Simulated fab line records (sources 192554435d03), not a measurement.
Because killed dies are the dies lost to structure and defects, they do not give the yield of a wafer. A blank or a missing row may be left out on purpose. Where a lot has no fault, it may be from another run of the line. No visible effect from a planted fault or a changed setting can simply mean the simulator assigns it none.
fab line records | flow n5Finfet
record lots=5 | wafers=15 | lastDay=16
route steps=1938 shown BEOL_M4@1086 BEOL_M5@1112 PASSIVATION@1936
lots untouched by any fault: they come from a run of this same line in which no faults occurred
startH: start of the lot's first displayed wafer, in hours after the record's first day | waitH: how many hours have passed since the lot's step before this one | " repeats the value in the row above | L1.1+2: several wafers, shown together as one row | - no value, or no start given | * or withheld: withheld | < > ~ a bound
route shown NAME@n: a module of which the file shows steps, and the number in the route of the first | usual: mean and standard deviation over wafers with no fault | same: alike in all rows | chamber/n: place in a boat | sites: readings site by site | _std_site: the standard deviation of these | _edge_site: mean of outer sites minus mean of inner sites | radiusMm: for every site, how far away it sits from the centre of the wafer | mask NAME#n: copy n | behind: tool/chamber where the wafer was last shaped | hold: why the lot was held/for how many hours/how that ended | device: transistor that didn't switch, given as n, p or np | end of line: tests run on the same wafers once the route is complete | a step given without rows: its recipe and nothing more | killed: the dies lost at the first sort to structure and to defects; this is not the yield of the wafer | map: shows each die of a wafer: x if killed, . if not, _ if none is there
set.NAME: the setting as run; set.NAME@STEP: as run at that earlier step | model.NAME: the simulator's own value behind a step, which no gauge read
lots at selected steps of the route; one table per step, one row per wafer
services: a tool's chamber out of use, with start hour (startH, from the record's first day; less than 0 if before it), hours out, and reason
## steps
# step N5_BEOL_M4_SPUTTER_79
# recipe material=Cu | targetThkA=45 | tempC=-20 | chamberPressurePa=0.07 | powerW=withheld | timeS=8.29
# step N5_BEOL_M4_ANNEAL_80
# recipe tempC=400 | timeS=240 | ambient=vacuum
# step N5_BEOL_M4_SPUTTER_81
# recipe material=Cu | targetThkA=45 | tempC=-20 | chamberPressurePa=0.07 | powerW=withheld | timeS=8.29
# step N5_BEOL_M4_ANNEAL_82
# recipe tempC=400 | timeS=240 | ambient=vacuum
# step N5_BEOL_M4_SPUTTER_86
# recipe material=Cu | targetThkA=45 | tempC=-20 | chamberPressurePa=0.07 | powerW=withheld | timeS=8.29
# step N5_BEOL_M4_ANNEAL_87
# recipe tempC=400 | timeS=240 | ambient=vacuum
# step N5_BEOL_M4_SPUTTER_88
# recipe material=Cu | targetThkA=45 | tempC=-20 | chamberPressurePa=0.07 | powerW=withheld | timeS=8.29
# usual chuckGasFlowSccm=1.27/0.053 | substrateTempC=-19.99/0.11 | throttleValvePct=29.8/1
# same timeS=8.29
lot.wafer | tool          | chamber | startH | waitH | chuckGasFlowSccm | substrateTempC | throttleValvePct
L492.3    | pvdSputter-01 | -       | 173.61 | 0.1   | 1.34             | -20.04         | 28.7
L492.5    | "             | -       | "      | "     | 1.41             | -20.03         | 28.8
L492.6    | "             | -       | "      | "     | 1.19             | -20.06         | 30.4
L500.1    | pvdSputter-02 | -       | 218.70 | 0.1   | 1.29             | -19.93         | 30.0
L500.4    | "             | -       | "      | "     | 1.28             | -20.07         | 29.6
L500.5    | "             | -       | "      | "     | 1.29             | -20.04         | 30.7
L499.1    | pvdSputter-03 | -       | 222.26 | 0.1   | 1.27             | -19.90         | 28.7
L499.3    | "             | -       | "      | "     | 1.26             | -19.91         | 31.2
L499.4    | "             | -       | "      | "     | 1.34             | -19.84         | 30.8
L502.4    | pvdSputter-02 | -       | 228.22 | 0.1   | 1.17             | -20.06         | 30.0
L502.5    | "             | -       | "      | "     | 1.36             | -19.93         | 27.8
L502.6    | "             | -       | "      | "     | 1.28             | -19.84         | 29.7
L509.2    | pvdSputter-01 | -       | 280.54 | 0.1   | 1.25             | -20.01         | 28.6
L509.4    | "             | -       | "      | "     | 1.22             | -19.84         | 30.5
L509.5    | "             | -       | "      | "     | 1.26             | -20.12         | 29.3
# step N5_BEOL_M4_ANNEAL_89
# recipe tempC=400 | timeS=240 | ambient=vacuum
# usual heaterPowerW=836/87 | susceptor_temp_C_max=400.8/0.38
# same timeS=240
lot.wafer | tool          | chamber | startH | waitH | heaterPowerW | susceptor_temp_C_max
L492.3    | pvdSputter-01 | -       | 173.69 | 0.0   | 799          | 401.1
L492.5    | "             | -       | "      | "     | 785          | 400.7
L492.6    | "             | -       | "      | "     | 999          | 400.6
L500.1    | pvdSputter-02 | -       | 218.78 | 0.0   | 705          | 400.9
L500.4    | "             | -       | "      | "     | 920          | 400.3
L500.5    | "             | -       | "      | "     | 735          | 400.8
L499.1    | pvdSputter-03 | -       | 222.34 | 0.0   | 818          | 400.6
L499.3    | "             | -       | "      | "     | 908          | 401.0
L499.4    | "             | -       | "      | "     | 674          | 400.9
L502.4    | pvdSputter-02 | -       | 228.30 | 0.0   | 920          | 400.6
L502.5    | "             | -       | "      | "     | 795          | 400.6
L502.6    | "             | -       | "      | "     | 919          | 400.6
L509.2    | pvdSputter-01 | -       | 280.62 | 0.0   | 773          | 401.1
L509.4    | "             | -       | "      | "     | 996          | 400.7
L509.5    | "             | -       | "      | "     | 863          | 400.4
# step N5_BEOL_M4_SPUTTER_90
# recipe material=Cu | targetThkA=45 | tempC=-20 | chamberPressurePa=0.07 | powerW=withheld | timeS=8.29
# usual chuckGasFlowSccm=1.27/0.053 | substrateTempC=-20.00/0.1 | throttleValvePct=29.7/1
# same timeS=8.29
lot.wafer | tool          | chamber | startH | waitH | chuckGasFlowSccm | substrateTempC | throttleValvePct
L492.3    | pvdSputter-01 | -       | 173.83 | 0.1   | 1.24             | -19.83         | 28.5
L492.5    | "             | -       | "      | "     | 1.31             | -19.74         | 28.4
L492.6    | "             | -       | "      | "     | 1.08             | -19.92         | 30.4
L500.1    | pvdSputter-02 | -       | 218.92 | 0.1   | 1.25             | -20.01         | 29.9
L500.4    | "             | -       | "      | "     | 1.22             | -19.98         | 29.8
L500.5    | "             | -       | "      | "     | 1.26             | -19.82         | 30.5
L499.1    | pvdSputter-03 | -       | 222.48 | 0.1   | 1.30             | -20.15         | 28.8
L499.3    | "             | -       | "      | "     | 1.23             | -20.21         | 31.5
L499.4    | "             | -       | "      | "     | 1.32             | -19.92         | 31.0
L502.4    | pvdSputter-02 | -       | 228.44 | 0.1   | 1.31             | -19.88         | 29.6
L502.5    | "             | -       | "      | "     | 1.26             | -20.07         | 27.8
L502.6    | "             | -       | "      | "     | 1.38             | -19.91         | 29.6
L509.2    | pvdSputter-01 | -       | 280.76 | 0.1   | 1.26             | -20.01         | 28.7
L509.4    | "             | -       | "      | "     | 1.30             | -20.08         | 30.5
L509.5    | "             | -       | "      | "     | 1.28             | -20.01         | 29.1
# step N5_BEOL_M4_ANNEAL_91
# recipe tempC=400 | timeS=240 | ambient=vacuum
# step N5_BEOL_M4_SPUTTER_92
# recipe material=Cu | targetThkA=45 | tempC=-20 | chamberPressurePa=0.07 | powerW=withheld | timeS=8.29
# step N5_BEOL_M4_ANNEAL_93
# recipe tempC=400 | timeS=240 | ambient=vacuum
# usual heaterPowerW=836/86 | susceptor_temp_C_max=400.8/0.35
# same timeS=240
lot.wafer | tool          | chamber | startH | waitH | heaterPowerW | susceptor_temp_C_max
L492.3    | pvdSputter-01 | -       | 174.13 | 0.0   | 787          | 400.8
L492.5    | "             | -       | "      | "     | 828          | 401.1
L492.6    | "             | -       | "      | "     | 967          | 400.3
L500.1    | pvdSputter-02 | -       | 219.22 | 0.0   | 725          | 400.9
L500.4    | "             | -       | "      | "     | 930          | 401.2
L500.5    | "             | -       | "      | "     | 726          | 400.7
L499.1    | pvdSputter-03 | -       | 222.78 | 0.0   | 822          | 401.4
L499.3    | "             | -       | "      | "     | 915          | 401.0
L499.4    | "             | -       | "      | "     | 659          | 400.7
L502.4    | pvdSputter-02 | -       | 228.74 | 0.0   | 916          | 401.0
L502.5    | "             | -       | "      | "     | 792          | 400.4
L502.6    | "             | -       | "      | "     | 935          | 401.0
L509.2    | pvdSputter-01 | -       | 281.06 | 0.0   | 795          | 400.7
L509.4    | "             | -       | "      | "     | 1002         | 401.1
L509.5    | "             | -       | "      | "     | 857          | 400.4
# step N5_BEOL_M4_SPUTTER_94
# recipe material=Cu | targetThkA=45 | tempC=-20 | chamberPressurePa=0.07 | powerW=withheld | timeS=8.29
# usual chuckGasFlowSccm=1.27/0.056 | substrateTempC=-19.99/0.1 | throttleValvePct=29.7/0.99
# same timeS=8.29
lot.wafer | tool          | chamber | startH | waitH | chuckGasFlowSccm | substrateTempC | throttleValvePct
L492.3    | pvdSputter-01 | -       | 174.27 | 0.1   | 1.36             | -19.94         | 28.6
L492.5    | "             | -       | "      | "     | 1.26             | -20.07         | 28.5
L492.6    | "             | -       | "      | "     | 1.36             | -20.06         | 30.6
L500.1    | pvdSputter-02 | -       | 219.36 | 0.1   | 1.26             | -19.86         | 29.9
L500.4    | "             | -       | "      | "     | 1.25             | -19.99         | 29.8
L500.5    | "             | -       | "      | "     | 1.24             | -19.89         | 30.6
L499.1    | pvdSputter-03 | -       | 222.92 | 0.1   | 1.26             | -19.92         | 28.7
L499.3    | "             | -       | "      | "     | 1.19             | -19.99         | 31.4
L499.4    | "             | -       | "      | "     | 1.19             | -19.86         | 30.9
L502.4    | pvdSputter-02 | -       | 228.88 | 0.1   | 1.30             | -20.02         | 30.0
L502.5    | "             | -       | "      | "     | 1.32             | -20.04         | 27.9
L502.6    | "             | -       | "      | "     | 1.25             | -20.11         | 29.8
L509.2    | pvdSputter-01 | -       | 281.20 | 0.1   | 1.30             | -19.94         | 28.7
L509.4    | "             | -       | "      | "     | 1.28             | -20.07         | 30.5
L509.5    | "             | -       | "      | "     | 1.24             | -19.98         | 29.0
# step N5_BEOL_M4_ANNEAL_95
# recipe tempC=400 | timeS=240 | ambient=vacuum
# step N5_BEOL_M4_SPUTTER_96
# recipe material=Cu | targetThkA=45 | tempC=-20 | chamberPressurePa=0.07 | powerW=withheld | timeS=8.29
# step N5_BEOL_M4_ECD_50
# recipe material=Cu | targetThkA=3000
# step N5_BEOL_M4_ANNEAL_51
# recipe tempC=225 | timeS=90 | ambient=N2
# step N5_BEOL_M4_CMP_52
# recipe stopOn=SiOC | tOverpolishS=6.8 | downForcePsi=1 | platenRpm=50 | clearingPlatenDownForcePsi=1.5 | clearingPlatenRpm=50 | postCmpClean=cuAlkaline | targetThkNm=40 | clearingPlatenPadVelocityMS=0.99484 | padVelocityMS=0.99484
# step N5_BEOL_M4_PRE_CLEAN_60
# recipe gas=NH3/H2 | timeS=15 | tempC=* | rfPowerW=300
# step N5_BEOL_M4_CO_CAP_55
# recipe material=Co | targetThkA=20 | tempC=200 | precursor=CCTBA/H2 | pressureTorr=30 | timeS=102.1
# step N5_BEOL_M4_PRE_CLEAN_56
# recipe gas=NH3 | timeS=15 | tempC=withheld | rfPowerW=300
# step N5_BEOL_M4_DEP_57
# recipe material=SiCN | targetThkA=80 | tempC=withheld | precursor=3MS/NH3 | pressureTorr=3 | rfW=202 | timeS=14
# step N5_BEOL_M4_RS_MEAS_58
# recipe thkMeasGauge=four-point-probe | reads=Co_of_BEOL_M4_CO_CAP_55+Cu_of_BEOL_M4_ECD_50+Co_of_BEOL_M4_CVD_47+TaN_of_BEOL_M4_ALD_84
# usual M4_RS=0.675/0.029
lot.wafer | tool         | chamber | startH | waitH | M4_RS[ohm/sq]
L492.3    | filmMetro-01 | -       | 175.55 | 0.1   | 0.659
L492.5    | "            | -       | "      | "     | 0.647
L492.6    | "            | -       | "      | "     | 0.685
L500.1    | filmMetro-02 | -       | 220.66 | 0.1   | 0.663
L500.4    | "            | -       | "      | "     | 0.666
L500.5    | "            | -       | "      | "     | 0.690
L499.1    | filmMetro-01 | -       | 224.19 | 0.0   | 0.667
L499.3    | "            | -       | "      | "     | 0.659
L499.4    | "            | -       | "      | "     | 0.674
L502.4    | filmMetro-01 | -       | 230.18 | 0.1   | 0.703
L502.5    | "            | -       | "      | "     | 0.736
L502.6    | "            | -       | "      | "     | 0.692
L509.2    | filmMetro-01 | -       | 282.55 | 0.1   | 0.702
L509.4    | "            | -       | "      | "     | 0.716
L509.5    | "            | -       | "      | "     | 0.670
# step N5_BEOL_M4_RC_MEAS_101
# usual DIBL_N=36.4/1.3 | DIBL_P=36.5/1.7 | IOFF_N=0.154/0.022 | IOFF_P=0.202/0.025 | ION_N=671/9.8 | ION_P=460/6.8 | SS_N=71.6/0.54 | SS_P=73.4/0.58 | VT_N=250.9/2.8 | VT_P=-251.4/2.7
lot.wafer | tool      | chamber | startH | waitH | DIBL_N[mV/V] | DIBL_P[mV/V] | IOFF_N[nA/um] | IOFF_P[nA/um] | ION_N[uA/um] | ION_P[uA/um] | SS_N[mV/dec] | SS_P[mV/dec] | VT_N[mV] | VT_P[mV]
L492.3    | prober-02 | 0       | 175.91 | 0.3   | 38.6         | 38.6         | 0.195         | 0.227         | 683          | 461          | 72.3         | 74.1         | 248.4    | -252.8
L492.5    | "         | 0       | "      | "     | 36.7         | 36.6         | 0.159         | 0.193         | 674          | 454          | 71.5         | 73.1         | 252.6    | -253.6
L492.6    | "         | 0       | "      | "     | 35.7         | 35.6         | 0.140         | 0.183         | 666          | 453          | 71.4         | 73.6         | 252.6    | -255.7
L500.1    | prober-01 | 0       | 220.71 | 0.0   | 35.5         | 34.0         | 0.128         | 0.193         | 665          | 465          | 71.0         | 72.4         | 253.5    | -250.1
L500.4    | "         | 0       | "      | "     | 36.4         | 35.6         | 0.153         | 0.212         | 674          | 466          | 71.6         | 73.0         | 248.7    | -251.0
L500.5    | "         | 0       | "      | "     | 35.0         | 33.7         | 0.125         | 0.180         | 675          | 466          | 70.8         | 72.0         | 253.2    | -252.8
L499.1    | prober-01 | 0       | 224.24 | 0.0   | 37.1         | 38.2         | 0.170         | 0.210         | 677          | 459          | 72.1         | 73.5         | 248.3    | -252.3
L499.3    | "         | 0       | "      | "     | 37.0         | 38.3         | 0.168         | 0.211         | 666          | 455          | 72.5         | 73.1         | 251.1    | -252.3
L499.4    | "         | 0       | "      | "     | 35.2         | 36.1         | 0.137         | 0.183         | 666          | 459          | 71.1         | 72.8         | 250.0    | -251.6
L502.4    | prober-01 | 0       | 230.69 | 0.5   | 36.0         | 38.9         | 0.155         | 0.192         | 670          | 460          | 71.8         | 73.2         | 251.3    | -252.9
L502.5    | "         | 0       | "      | "     | 34.5         | 37.5         | 0.130         | 0.163         | 668          | 451          | 71.6         | 72.3         | 254.5    | -258.2
L502.6    | "         | 0       | "      | "     | 36.3         | 39.3         | 0.157         | 0.190         | 675          | 461          | 71.5         | 73.4         | 250.8    | -253.5
L509.2    | prober-01 | 0       | 282.76 | 0.2   | 35.4         | 35.1         | 0.130         | 0.238         | 659          | 465          | 71.1         | 73.4         | 252.3    | -246.2
L509.4    | "         | 0       | "      | "     | 36.8         | 36.0         | 0.153         | 0.235         | 660          | 459          | 71.4         | 73.9         | 254.5    | -247.9
L509.5    | "         | 0       | "      | "     | 35.5         | 34.1         | 0.123         | 0.204         | 652          | 460          | 70.8         | 73.4         | 254.2    | -250.5
# step N5_BEOL_M5_ILD_DEP_00
# recipe material=SiCOH_lowk | targetThkA=1406.4 | tempC=300 | precursor=DEMS/porogen | pressureTorr=5 | rfW=500 | timeS=25.9
# step N5_BEOL_M5_CURE_79
# recipe tempC=385 | timeS=240 | ambient=He/Ar | material=SiCOH_lowk
# usual lampPowerPct=52.32/0.055 | wafer_temp_C_max=387.0/0.55
# same timeS=240
lot.wafer | tool      | chamber | startH | waitH | lampPowerPct | wafer_temp_C_max
L492.3    | uvCure-01 | 1       | 176.79 | 0.2   | 52.29        | 387.7
L492.5    | "         | 1       | "      | "     | 52.28        | 386.8
L492.6    | "         | 1       | "      | "     | 52.24        | 386.5
L500.1    | uvCure-01 | 0       | 221.76 | 0.0   | 52.35        | 387.1
L500.4    | "         | 0       | "      | "     | 52.34        | 386.7
L500.5    | "         | 0       | "      | "     | 52.28        | 386.4
L499.1    | uvCure-01 | 1       | 225.26 | 0.0   | 52.29        | 387.3
L499.3    | "         | 1       | "      | "     | 52.36        | 386.8
L499.4    | "         | 1       | "      | "     | 52.37        | 387.5
L502.4    | uvCure-02 | 1       | 231.73 | 0.5   | 52.22        | 386.0
L502.5    | "         | 1       | "      | "     | 52.30        | 387.0
L502.6    | "         | 1       | "      | "     | 52.35        | 386.5
L509.2    | uvCure-03 | 1       | 283.73 | 0.1   | 52.32        | 387.5
L509.4    | "         | 1       | "      | "     | 52.37        | 388.0
L509.5    | "         | 1       | "      | "     | 52.29        | 387.2
# step N5_BEOL_M5_THK_MEAS_01
# recipe reads=SiCOH_lowk_of_BEOL_M5_ILD_DEP_00
# usual M5_ILD_THK=120.7/1.5
lot.wafer | tool         | chamber | startH | waitH | M5_ILD_THK[nm]
L492.3    | filmMetro-02 | -       | 177.14 | 0.3   | 120.0
L492.5    | "            | -       | "      | "     | 121.4
L492.6    | "            | -       | "      | "     | 121.5
L500.1    | filmMetro-02 | -       | 222.27 | 0.4   | 119.9
L500.4    | "            | -       | "      | "     | 121.4
L500.5    | "            | -       | "      | "     | 122.0
L499.1    | filmMetro-01 | -       | 225.77 | 0.4   | 119.0
L499.3    | "            | -       | "      | "     | 118.7
L499.4    | "            | -       | "      | "     | 120.4
L502.4    | filmMetro-01 | -       | 232.24 | 0.4   | 121.6
L502.5    | "            | -       | "      | "     | 122.5
L502.6    | "            | -       | "      | "     | 121.9
L509.2    | filmMetro-01 | -       | 284.17 | 0.4   | 118.8
L509.4    | "            | -       | "      | "     | 120.6
L509.5    | "            | -       | "      | "     | 120.2
# step N5_BEOL_M5_PECVD_70
# recipe material=SiO2 | targetThkA=160 | tempC=400 | precursor=TEOS/O2 | pressureTorr=5.5 | rfW=450 | teosFlowSccm=53.8 | gas=O2 | flowSccm=3000 | timeS=18
# step N5_BEOL_M5_HM_DEP_02
# recipe material=TiN | targetThkA=200 | tempC=25 | chamberPressurePa=0.49996
# step N5_BEOL_M5_COAT_59
# recipe resist=SOC | tempC=250 | timeS=60 | spinRpm=1500 | resistThkNm=60
# step N5_BEOL_M5_COAT_60
# recipe resist=SiARC | tempC=220 | timeS=60 | spinRpm=1500 | resistThkNm=12
# step N5_BEOL_M5_COAT_71
# recipe resist=underlayer | tempC=205 | timeS=60 | spinRpm=1500 | resistThkNm=5
# step N5_BEOL_M5_COAT_05
# recipe resist=CAR-EUV | spinRpm=1500 | resistThkNm=30
# step N5_BEOL_M5_EBR_07
# recipe solvent=PGMEA | ebrWidthMm=1.5
# step N5_BEOL_M5_SOFTBAKE_06
# recipe tempC=110 | timeS=60 | resist=CAR-EUV
# step N5_BEOL_M5_EXPOSE_08
# recipe maskId=M5 | na=0.33 | sourceShape=annular | sigmaInner=0.4 | sigmaOuter=0.8 | polarization=unpolarized | targetCdNm=28 | doseMj=35.75
# step N5_BEOL_M5_PEB_09
# recipe pebTempC=100 | pebTimeS=60 | resist=CAR-EUV
# step N5_BEOL_M5_DEVELOP_10
# recipe developTimeS=30 | developer=TMAH | resist=CAR-EUV | rinseLiquid=surfactantRinse | dry=airSpin | devTempC=23
# step N5_BEOL_M5_CD_MEAS_11
# recipe targetCdNm=27.74 | landingEnergyEv=500 | detector=seInlens
# usual cdNm=28.01/0.23
lot.wafer | tool     | chamber | startH | waitH | cdNm
L492.3    | cdSem-01 | 0       | 178.44 | -     | 27.64
L492.5    | "        | 0       | "      | "     | 27.76
L492.6    | "        | 0       | "      | "     | 28.02
L500.1    | cdSem-02 | 0       | 225.91 | -     | 28.01
L500.4    | "        | 0       | "      | "     | 27.93
L500.5    | "        | 0       | "      | "     | 28.11
L499.1    | cdSem-01 | 0       | 227.39 | -     | 28.13
L499.3    | "        | 0       | "      | "     | 28.00
L499.4    | "        | 0       | "      | "     | 27.69
L502.4    | cdSem-02 | 0       | 232.74 | -     | 27.99
L502.5    | "        | 0       | "      | "     | 28.14
L502.6    | "        | 0       | "      | "     | 28.50
L509.2    | cdSem-02 | 0       | 285.18 | -     | 27.92
L509.4    | "        | 0       | "      | "     | 28.10
L509.5    | "        | 0       | "      | "     | 28.09
# step N5_BEOL_M5_OVL_MEAS_12
# recipe pointsPerWafer=522
# usual M5_OVL=0.5/0.6
lot.wafer | tool       | chamber | startH | waitH | M5_OVL[nm]
L492.3    | overlay-01 | 0       | 178.47 | 0.0   | 0.6
L492.5    | "          | 0       | "      | "     | 0.8
L492.6    | "          | 0       | "      | "     | 0.3
L500.1    | overlay-02 | 0       | 225.94 | 0.0   | -0.4
L500.4    | "          | 0       | "      | "     | -0.2
L500.5    | "          | 0       | "      | "     | 1.1
L499.1    | overlay-02 | 0       | 227.43 | 0.0   | 0.8
L499.3    | "          | 0       | "      | "     | -0.4
L499.4    | "          | 0       | "      | "     | 0.5
L502.4    | overlay-02 | 0       | 232.78 | 0.0   | 0.8
L502.5    | "          | 0       | "      | "     | 0.9
L502.6    | "          | 0       | "      | "     | -0.2
L509.2    | overlay-01 | 0       | 285.22 | 0.0   | 0.3
L509.4    | "          | 0       | "      | "     | 0.6
L509.5    | "          | 0       | "      | "     | 0.8
# step N5_PASSIVATION_PROBE_49
# usual defectLimitedYield=91.1/1.3 | killed_at_M0_to_M3=34/10 | killed_at_M4_up=14/5.7 | killedAtContacts=12/5.9 | killedAtFrontEnd=41/12 | killedAtOther=4/3.1 | killedDies=105/15 | killedOpen=69/11 | killedShort=35/7.8 | sort_bin_5_function=5.3/0.81 | sort_bin_6_memory=3.3/0.75 | sortNPass=1075/15 | sortYieldPct=91.1/1.3
# same grossDies=1180 | killedAtBackSide=0 | sort_bin_4_leakage[%]=0 | sort_bin_8_speed[%]=0
lot.wafer | tool      | chamber | startH | waitH | defectLimitedYield[%] | killed_at_M0_to_M3 | killed_at_M4_up | killedAtContacts | killedAtFrontEnd | killedAtOther | killedDies | killedOpen | killedShort | sort_bin_5_function[%] | sort_bin_6_memory[%] | sortNPass | sortYieldPct[%]
L502.5    | prober-02 | -       | 343.86 | 0.2   | 86.8                  | 30                 | 76              | 8                | 39               | 3             | 156        | 60         | 33          | 8.3                    | 4.2                  | 1024      | 86.8
# killed by level:class
L502.5 BEOL_M4:unspecified=62 STI_FIN_REVEAL:geometricParticle:open=17 BEOL_M0_SAQP:geometricParticle:short=10 MOL_CONTACT_COAG:geometricParticle:open=8 BEOL_M4:geometricParticle:open=6 FIN_SAQP:geometricParticle:open=5 FIN_SAQP:geometricParticle:short=4 BEOL_M0_SAQP:geometricParticle:open=4
# map L502.5 (x killed, . not)
_________________....x.......________________
______________......x..........._____________
___________.................x..x..x__________
__________x.........x..........x..xx_________
________.........x...x.........xx.xxxx_______
_______..............x........xx.xxxxxx______
______........x.x..............xxxxxxxxx_____
_____...xx.......x............xxxxxxxxxxx____
____...x..x......x..............xxxxxxxxxx___
___.....................x.x.......xxxxxxxx.__
___............x....x..............xxxxxxx.__
__...............................x.xx...x..._
__.........x........................x.x....._
_............x.....x.....x....x..............
_...x...........x..x......................x.x
_...............................x.......x.x..
_.............x.......x...............x......
_.......x............x.......................
_.x........................x.x...x....xx.x...
_...............x..x...........x.............
_.................x..................x.......
__x........x....x...x.............x....x...._
__..............................x..........._
___......x.......x........xx.........x...x.__
___........x..........x....................__
____...........x.....xx.x...x...x.........___
_____.........x....x.....................____
______....x............................x_____
_______...............x.............x..______
________.x...........x.....x.........._______
__________....x...........x........._________
___________....................x...__________
______________x.............x..._____________
_________________.........x..________________
# map L500.1 (x killed, . not)
_________________.....x......________________
______________.x..........x....._____________
___________..............x.........__________
__________...x......................_________
________x.............x...........x..._______
_______..........................x....x______
______...................x..........x..._____
_____...............x......xx.x.x........____
____.x......x.............................___
___..................................xx....__
___...............x.....x......xx..x....x.x__
__.....x................xx.x.....x.......x.._
__...x.......................x.x.....x.x...._
_.....x............x.........................
_.xx...x...........................x.........
_.............x.......................x......
_...x.................x..........x...........
_.x.xx.....x.x...x.................x..x......
_.........x..............x...xx...x....x.x.xx
_...............................x...x......x.
_.x...........................x..............
__..............x.......x..x..........x.x..._
__.................xx....x.......x....x....._
___..xx...x...........x.....x...........x..__
___...........x...................x.......x__
____..xx.........x..xx..................x.___
_____x..............x.x.....x.x..xx.x..x.____
______...x..xx...x.......x.............._____
_______.......x....x...............x...______
________...x.......x........x.x...x..._______
__________x..................x......_________
___________.x...............x......__________
______________..x..............._____________
_________________..x.x...x...________________
## services
tool          | chamber | startH | hours | kind
uvCure-01     | -       | 191.32 | 7.5   | pm
pvdSputter-02 | -       | 222.72 | 1.7   | repair
uvCure-03     | -       | 232.22 | 7.5   | pm
uvCure-03     | -       | 259.64 | 14.6  | pm
uvCure-01     | -       | 269.13 | 2.1   | pm
## key
firstSign step=N5_PASSIVATION_PROBE_49 | reading=killed_at_M4_up | direction=up | sigmas=11 | usual=14 | struck=76
effect step=N5_PASSIVATION_PROBE_49 | reading=defectLimitedYield | direction=down | sigmas=3.3 | usual=91.1 | struck=86.8
moreKillsBornAt N5_BEOL_M4_SPUTTER_94@pvdSputter-02=62
metAt N5_BEOL_M4_SPUTTER_94
struckWafers L502.5
fault kind=chamberParticleSource | tool=pvdSputter-02 | chamber=- | onsetH=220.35 | steps=N5_BEOL_M4_SPUTTER_94 | ratePerVisitCm2=0.38099 | endH=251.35 | scope=struckWafersOnly
